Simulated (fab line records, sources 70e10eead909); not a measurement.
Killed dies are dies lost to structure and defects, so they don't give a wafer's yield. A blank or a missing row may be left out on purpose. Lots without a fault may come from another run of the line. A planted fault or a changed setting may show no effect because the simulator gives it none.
Which tool did it? | flow nand_harc | 11 lots, 33 wafers sampled, at 4 steps of a route of 1302

WHAT THE GAUGES READ, wafer by wafer
NHARC_P_GATE_CD_MEAS_26: target cd 120 nm. Usual: cd_nm 120.1 nm, standard deviation 0.58.
lot  | measured     | on        | cd_nm (nm)        | flag
L648 | day 5 05:29  | cd_sem-02 | 119.3 119.7 119.6 |
L650 | day 6 03:40  | cd_sem-02 | 119.6 119.8 120.0 |
L651 | day 6 15:13  | cd_sem-03 | 119.6 120.0 119.1 |
L653 | day 7 16:06  | cd_sem-02 | 119.7 119.8 119.8 |
L654 | day 8 00:47  | cd_sem-03 | 119.9 120.2 120.0 |
L655 | day 8 12:02  | cd_sem-01 | 120.6 120.7 120.2 |
L656 | day 8 20:17  | cd_sem-02 | 121.3 121.0 121.2 |
L658 | day 9 12:07  | cd_sem-01 | 119.2 119.1 119.5 |
L657 | day 9 12:46  | cd_sem-01 | 120.0 119.3 119.7 |
L659 | day 10 02:06 | cd_sem-03 | 120.5 120.0 119.7 |
L661 | day 11 02:58 | cd_sem-03 | 116.8 116.5 116.3 | OFF

NHARC_P_GATE_INSPECT_28. Usual: raw_defect_count 7, standard deviation 3.6.
lot  | measured     | on                | raw_defect_count | flag
L648 | day 5 05:37  | defect_inspect-01 | 10 14 10         |
L650 | day 6 03:47  | defect_inspect-01 | 6 23 4           |
L651 | day 6 15:20  | defect_inspect-02 | 8 10 4           |
L653 | day 7 16:13  | defect_inspect-01 | 7 6 13           |
L654 | day 8 00:54  | defect_inspect-01 | 11 8 6           |
L655 | day 8 12:08  | defect_inspect-01 | 3 7 13           |
L656 | day 8 20:25  | defect_inspect-02 | 8 8 3            |
L658 | day 9 12:14  | defect_inspect-01 | 3 6 3            |
L657 | day 9 12:53  | defect_inspect-01 | 10 7 3           |
L659 | day 10 02:14 | defect_inspect-01 | 6 3 4            |
L661 | day 11 03:05 | defect_inspect-01 | 5 2 4            |

WHICH TOOL RAN EACH LOT (tool, then ch and the chambers of the sampled wafers, then the start)
lot  | NHARC_P_GATE_DESCUM_13            | NHARC_P_GATE_EXPOSE_23
L648 | rie_diel-13 ch 0,2, day 4 15:41   | arfi_scanner-01 ch 0, day 5 05:21
L650 | rie_diel-02 ch 1,2, day 5 12:56   | arfi_scanner-02 ch 0, day 6 03:32
L651 | rie_diel-02 ch 0,2,3, day 5 21:34 | arfi_scanner-02 ch 0, day 6 15:04
L653 | rie_diel-02 ch 0,1,2, day 7 00:27 | arfi_scanner-01 ch 0, day 7 15:58
L654 | rie_diel-13 ch 0,3, day 7 08:46   | arfi_scanner-03 ch 0, day 8 00:38
L655 | rie_diel-04 ch 1,2, day 7 22:30   | arfi_scanner-03 ch 0, day 8 11:53
L656 | rie_diel-04 ch 0,1, day 8 06:11   | arfi_scanner-01 ch 0, day 8 20:10
L658 | rie_diel-04 ch 1,3, day 8 20:46   | arfi_scanner-02 ch 0, day 9 11:59
L657 | rie_diel-02 ch 0,3, day 8 20:48   | arfi_scanner-03 ch 0, day 9 12:38
L659 | rie_diel-04 ch 0,1,2, day 9 12:01 | arfi_scanner-03 ch 0, day 10 01:58
L661 | rie_diel-04 ch 1,3, day 10 11:40  | arfi_scanner-02 ch 0, day 11 02:49
- NHARC_P_GATE_DESCUM_13: chemistry O2, time 3 s.
- NHARC_P_GATE_EXPOSE_23: exposes mask P GATE, target cd 120 nm.

WHAT THE TOOLS THEMSELVES READ (means of the sampled wafers that have a number; where no wafer has one, the mark that the record gives instead)
NHARC_P_GATE_DESCUM_13. Usual: drypump_motor_current_A 5.7 A, standard deviation 0.53; oes_product_au 0.999 a.u., standard deviation 0.0079; rf_vpp_V 57.8 V, standard deviation 0.9; showerhead_plenum_p_Torr 1.95 Torr, standard deviation 0.067; throttle_valve_pct 11.311 %, standard deviation 0.0083.
lot  | tool        | drypump_motor_current_A (A) | oes_product_au (a.u.) | rf_vpp_V (V) | showerhead_plenum_p_Torr (Torr) | throttle_valve_pct (%) | flag
L648 | rie_diel-13 | 5.6                         | 1.002                 | 58.1         | 1.85                            | 11.309                 |
L650 | rie_diel-02 | 5.5                         | 0.988                 | 58.1         | 2.01                            | 11.315                 |
L651 | rie_diel-02 | 6.2                         | 0.994                 | 58.5         | 1.98                            | 11.310                 |
L653 | rie_diel-02 | 5.8                         | 0.994                 | 58.4         | 1.97                            | 11.313                 |
L654 | rie_diel-13 | 5.7                         | 1.007                 | 57.3         | 1.88                            | 11.313                 |
L655 | rie_diel-04 | 5.3                         | 0.999                 | 57.4         | 1.95                            | 11.304                 |
L656 | rie_diel-04 | 5.1                         | 1.010                 | 57.4         | 1.89                            | 11.307                 |
L658 | rie_diel-04 | 5.6                         | 0.997                 | 58.1         | 1.96                            | 11.308                 |
L657 | rie_diel-02 | 6.0                         | 1.003                 | 57.8         | 1.97                            | 11.310                 |
L659 | rie_diel-04 | 5.2                         | 1.000                 | 57.8         | 1.93                            | 11.305                 |
L661 | rie_diel-04 | 5.7                         | 1.004                 | 58.0         | 1.96                            | 11.311                 |

NHARC_P_GATE_EXPOSE_23. Usual: focus_offset_nm -0.1 nm, standard deviation 0.56.
lot  | tool            | focus_offset_nm (nm) | flag
L648 | arfi_scanner-01 | 0.3                  |
L650 | arfi_scanner-02 | 0.1                  |
L651 | arfi_scanner-02 | 0.3                  |
L653 | arfi_scanner-01 | -0.3                 |
L654 | arfi_scanner-03 | -0.2                 |
L655 | arfi_scanner-03 | -0.1                 |
L656 | arfi_scanner-01 | -0.1                 |
L658 | arfi_scanner-02 | -0.7                 |
L657 | arfi_scanner-03 | 0.3                  |
L659 | arfi_scanner-03 | 0.2                  |
L661 | arfi_scanner-02 | -0.5                 |

THE ANSWER, worked out from the rows above alone
Rule: a lot is off if the mean of its wafers that have a number lies more than 3 standard deviations from the usual mean. A lot without any number at a reading at which 4 lots or more have one is off too. The other lots that the step has rows for count as sound. The gauges are gone through in route order, then the tools' own readings, and for those a lot's mean is taken as printed above. The first step at which some lot is off is used, and at that step the reading that is off furthest; a lot without a number counts as furthest.
Off: L661, at NHARC_P_GATE_CD_MEAS_26 (cd_nm).
A tool fits if, at a process step before that reading, it ran every lot that is off, and no sound lot after the first of them. The gauges at NHARC_P_GATE_CD_MEAS_26 are tried like those tools. Can't be told from this: 3 tools fit, rie_diel-04 at NHARC_P_GATE_DESCUM_13, arfi_scanner-02 at NHARC_P_GATE_EXPOSE_23, cd_sem-03 at NHARC_P_GATE_CD_MEAS_26.

WHAT THE SIMULATOR HAD PUT IN
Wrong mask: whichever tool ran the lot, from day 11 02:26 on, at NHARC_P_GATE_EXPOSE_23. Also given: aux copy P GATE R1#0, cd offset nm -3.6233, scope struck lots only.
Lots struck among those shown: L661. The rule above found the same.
